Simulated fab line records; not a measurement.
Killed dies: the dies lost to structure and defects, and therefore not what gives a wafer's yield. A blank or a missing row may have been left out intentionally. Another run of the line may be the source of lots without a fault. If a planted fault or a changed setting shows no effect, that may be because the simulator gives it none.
Matching of chambers -- flow n5Finfet -- 4 sister chambers for N5_BEOL_M11_STRIP_19 on rieDiel-02
The step strips in O2. 4 wafers are shown with their chamber, then 7 later ones without.

== WAFERS, EACH WITH ITS CHAMBER ==
wafer,chamber,showerheadPlenumPTorr (Torr)
L082.1,1,2.12
L082.2,3,2.03
L092.2,2,2.04
L092.4,0,2.15

== WAFERS WHOSE CHAMBER IS MISSING ==
wafer,showerheadPlenumPTorr (Torr)
L092.6,2.04
L093.2,2.02
L093.3,2.11
L093.5,2.15
L095.1,2.11
L095.2,2.04
L095.5,2.04

== WHICH CHAMBER EACH ONE RAN IN ==
wafer,from the rows above,in truth
L092.6,can't be placed: 2 or 3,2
L093.2,can't be placed: 3 or 2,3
L093.3,1,1
L093.5,0,0
L095.1,1,1
L095.2,can't be placed: 2 or 3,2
L095.5,can't be placed: 2 or 3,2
3 of 7 placed correctly. From these rows, 4 cannot be placed; in 4 the true chamber is one of the candidates. 0 placed wrongly.
How it was worked out, from the rows above alone: a wafer's distance from a chamber is the root of the sum, over the readings, of the square of ((its reading less the chamber's mean) divided by the reading's scatter). The wafer belongs to the nearest chamber; if the next one is less than 2 further off, it can't be placed. A chamber's mean is the mean of its shown wafers. The scatter: root of mean squared gap, hidden wafer to nearest shown wafer, with one shown wafer a chamber.
